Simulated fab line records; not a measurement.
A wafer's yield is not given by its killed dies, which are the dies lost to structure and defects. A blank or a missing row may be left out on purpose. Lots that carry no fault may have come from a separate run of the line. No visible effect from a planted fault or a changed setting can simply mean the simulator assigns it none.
Matching of chambers -- flow n5Finfet -- N5_HKMG_FIN_ALD_36 on aldMetal-01: 4 sister chambers
The step deposits TiN, target thk 1 nm, pulse time 1 s, purge time 3 s. 14 wafers are shown with their chamber, then 7 later ones without.

== WAFERS, EACH WITH ITS CHAMBER ==
wafer,chamber,heaterPowerW (W),precursorPulseHeightRel,chamberPressureTorr (Torr)
L079.1,1,889,0.990,2.992
L079.4,2,887,1.011,2.997
L079.5,1,881,0.976,3.001
L081.1,2,883,1.014,3.008
L081.3,3,805,1.000,3.012
L081.6,2,882,0.984,3.000
L083.1,3,808,0.970,2.998
L083.2,2,893,1.022,2.999
L083.6,0,939,1.015,3.002
L087.3,3,776,0.974,2.991
L087.4,1,868,0.970,2.982
L087.5,3,771,0.995,2.999
L089.1,1,863,0.962,2.999
L089.2,2,898,0.979,2.998

SIGNATURES (averages over the wafers above)
reading,chamber 0,chamber 1,chamber 2,chamber 3,scatter within a chamber
heaterPowerW,939.00,875.25,888.60,790.00,13.1
precursorPulseHeightRel,1.01500,0.97450,1.00200,0.98475,0.016
chamberPressureTorr,3.00200,2.99350,3.00040,3.00000,0.00727
Rule: distance of a wafer from a chamber = root of the sum over the readings of ((wafer's reading minus chamber's mean) / reading's scatter) squared. If the next closest chamber is less than 2 further off than the closest, the wafer can't be placed; otherwise it belongs to the closest. The scatter is the square root of a quotient: the sum, over the shown wafers, of each reading's squared deviation from its chamber's mean, divided by wafers minus chambers.

== WAFERS MISSING THEIR CHAMBER ==
wafer,heaterPowerW (W),precursorPulseHeightRel,chamberPressureTorr (Torr)
L089.6,858,1.027,3.004
L091.2,923,1.002,3.008
L091.3,879,0.994,2.991
L091.6,896,1.008,3.000
L093.1,965,1.022,2.990
L093.2,786,0.978,2.989
L093.5,883,1.026,3.009

== WHICH CHAMBER EACH WENT THROUGH ==
wafer,from the rows above,in truth
L089.6,can't be placed: 2 or 1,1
L091.2,can't be placed: 0 or 2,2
L091.3,can't be placed: 1 or 2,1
L091.6,2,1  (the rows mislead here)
L093.1,0,0
L093.2,3,3
L093.5,can't be placed: 2 or 1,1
2 of 7 placed correctly. Cannot be placed on the basis of these rows: 4; the candidates contain the true chamber in 4. Placed wrongly: 1.
